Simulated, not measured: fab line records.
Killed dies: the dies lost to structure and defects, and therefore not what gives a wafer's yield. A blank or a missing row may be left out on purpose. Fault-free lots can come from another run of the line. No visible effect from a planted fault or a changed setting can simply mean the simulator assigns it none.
Code-filled problem report in 8D (eight disciplines) form | flow nand-harc | the parts of the form that need people (team, actions taken, sign-off) are left out

1. WHAT IS WRONG
killed-at-periphery at NHARC_END_SORT_01 reads a mean of 629.3 on 6 wafers of 3 lots; wafers without a fault read 3.8 with a standard deviation of 2.8. That is +99 or more standard deviations from the usual mean.
First seen on wafer L359.3, day 31 17:06, on prober-01. Wafers with a number at this step in the record: 9, from 3 lots. By rule, "out" or "out of limits" means more than 4 standard deviations away from the usual mean. All remaining wafers that have a number are taken as sound.

2. WHAT IT IS; WHAT IT IS NOT
question                    | is                                             | is not
which readings at this step | killed-at-periphery, killed-dies               | killed-at-array, killed-at-other, killed-open
which lots                  | L359, L360, L363                               | -
which wafers of those lots  | L359.3, L359.6, L360.1, L360.3, L363.3, L363.6 | L359.4, L360.2, L363.2
read on which gauges        | prober-01, prober-02                           | -
when                        | from day 31 17:06                              | up to then (0 sound wafers); but 3 sound wafers of L359, L360, L363 came after

3. THE SUSPECTS, EACH WITH WHAT RULES IT OUT
Counting: a tool at a process step up to the reading stays a suspect if it ran every lot that is out. Sound lots after the first of them don't rule it out here, since some wafers of a struck lot are sound.
- the gauge at NHARC_END_SORT_01 has been ruled out. 2 gauges (prober-01, prober-02) read the wafers that are out.
- rie-diel-02 at NHARC_P_CONTACT_ETCH_35 (etches the open film in CF4, target depth 39 nm, time 65 s): kept. It ran every lot that is out, first L359 (day 13 02:07).
- ald-metal-03 at NHARC_P_CONTACT_ALD_22 (deposits TiN, target thk 3 nm, pulse time 1 s, ald cycles 150): kept. It ran every lot that is out, first L359 (day 13 03:53).
After counting, rie-diel-02 at NHARC_P_CONTACT_ETCH_35 and ald-metal-03 at NHARC_P_CONTACT_ALD_22 remain.

4. THE CAUSE (what the simulator had put in)
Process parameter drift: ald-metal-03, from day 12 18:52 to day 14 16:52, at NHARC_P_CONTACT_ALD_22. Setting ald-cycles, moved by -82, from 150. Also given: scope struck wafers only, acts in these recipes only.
Counting leaves 2 suspects; this tool is one of them.

5. SEQUENCE OF EFFECTS, ordered by route
Each row: a reading where the mean over the struck wafers with a number is more than 3 standard deviations away from the usual. Only readings whose record carries a usual standard deviation are examined. hours: median over the lots of the time between each lot's start at the first step of this table that gives one and its start at this step. sigmas: the change, counted in usual standard deviations.
hours | step              | reading             | usual | on struck wafers | change | sigmas
0     | NHARC_END_SORT_01 | killed-at-periphery | 3.8   | 629.3            | +625.5 | +99 or more
0     | NHARC_END_SORT_01 | killed-dies         | 60    | 677              | +617   | +32

6. WHAT WOULD HAVE CAUGHT IT SOONER
454 hours passed between the start of the fault at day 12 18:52 and the first reading out of limits at a measuring or inspecting step in this record, taken at day 31 17:06.
No tool reading at NHARC_P_CONTACT_ALD_22 that has a usual standard deviation in the record was out on any struck wafer, so an alarm limit of 4 standard deviations on those readings would not have fired.
All the lots that are out (3) had begun NHARC_P_CONTACT_ALD_22 on ald-metal-03 by day 31 17:06. Holding the tool at that point would not have protected any of them.
